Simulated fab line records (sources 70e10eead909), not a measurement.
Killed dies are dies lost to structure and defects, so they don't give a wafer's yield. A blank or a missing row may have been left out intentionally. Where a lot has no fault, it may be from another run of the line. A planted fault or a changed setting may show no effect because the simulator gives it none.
Chamber matching	flow nandHarc	4 sister chambers for NHARC_P_STI_DESCUM_14 on rieDiel-07
The step chemistry O2, time 3 s. 20 wafers are shown with their chamber, then 10 later ones without.

WAFERS PAIRED WITH THEIR CHAMBERS
wafer	chamber	drypumpMotorCurrentA (A)	showerheadPlenumPTorr (Torr)	oesProductAu (a.u.)
L074.1	0	6.6	1.83	1.017
L074.2	3	6.2	1.94	1.020
L074.6	2	5.2	1.84	0.987
L075.1	3	6.2	1.94	1.016
L075.4	0	6.6	1.83	1.013
L075.5	2	5.3	1.84	0.972
L078.1	3	6.2	1.94	1.015
L078.2	0	6.6	1.82	1.015
L078.6	1	5.3	1.85	1.004
L083.3	1	5.3	1.85	0.996
L083.4	0	6.6	1.82	1.008
L083.6	1	5.3	1.85	1.006
L084.1	1	5.3	1.85	1.019
L084.4	2	5.2	1.83	0.982
L084.5	3	6.2	1.94	1.041
L088.2	1	5.3	1.85	1.009
L088.5	1	5.3	1.85	1.013
L088.6	0	6.6	1.82	1.014
L091.2	2	5.2	1.83	0.969
L091.3	0	6.6	1.82	0.992

SIGNATURES, as means of the wafers listed above
reading	chamber 0	chamber 1	chamber 2	chamber 3	scatter within a chamber
drypumpMotorCurrentA	6.600	5.300	5.225	6.200	0.0217
showerheadPlenumPTorr	1.8233	1.8500	1.8350	1.9400	0.00382
oesProductAu	1.00983	1.00783	0.97750	1.02300	0.00934
Rule: a wafer's distance from a chamber is the root of the sum, over the readings, of the square of ((its reading less the chamber's mean) divided by the reading's scatter). If the next closest chamber is less than 2 further off than the closest, the wafer can't be placed; otherwise it belongs to the closest. How the scatter is found: for the shown wafers, subtract from each reading the mean of its chamber, square and add these, divide the total by (wafers less chambers), then take the root.

WAFERS WITH NO CHAMBER GIVEN
wafer	drypumpMotorCurrentA (A)	showerheadPlenumPTorr (Torr)	oesProductAu (a.u.)
L091.4	6.2	1.94	1.013
L093.1	6.2	1.93	1.027
L093.2	5.3	1.85	1.014
L093.5	5.2	1.83	0.988
L094.1	5.2	1.83	0.984
L094.2	6.6	1.82	1.019
L094.3	6.2	1.93	1.033
L095.1	6.2	1.93	1.033
L095.2	5.2	1.83	0.994
L095.6	6.6	1.82	1.019

CHAMBER TAKEN BY EACH
wafer	from the rows above	in truth
L091.4	3	3
L093.1	3	3
L093.2	1	1
L093.5	2	2
L094.1	2	2
L094.2	0	0
L094.3	3	3
L095.1	3	3
L095.2	2	2
L095.6	0	0
Correct placement for 10 of the 10. From these rows, 0 cannot be placed. 0 placed wrongly.
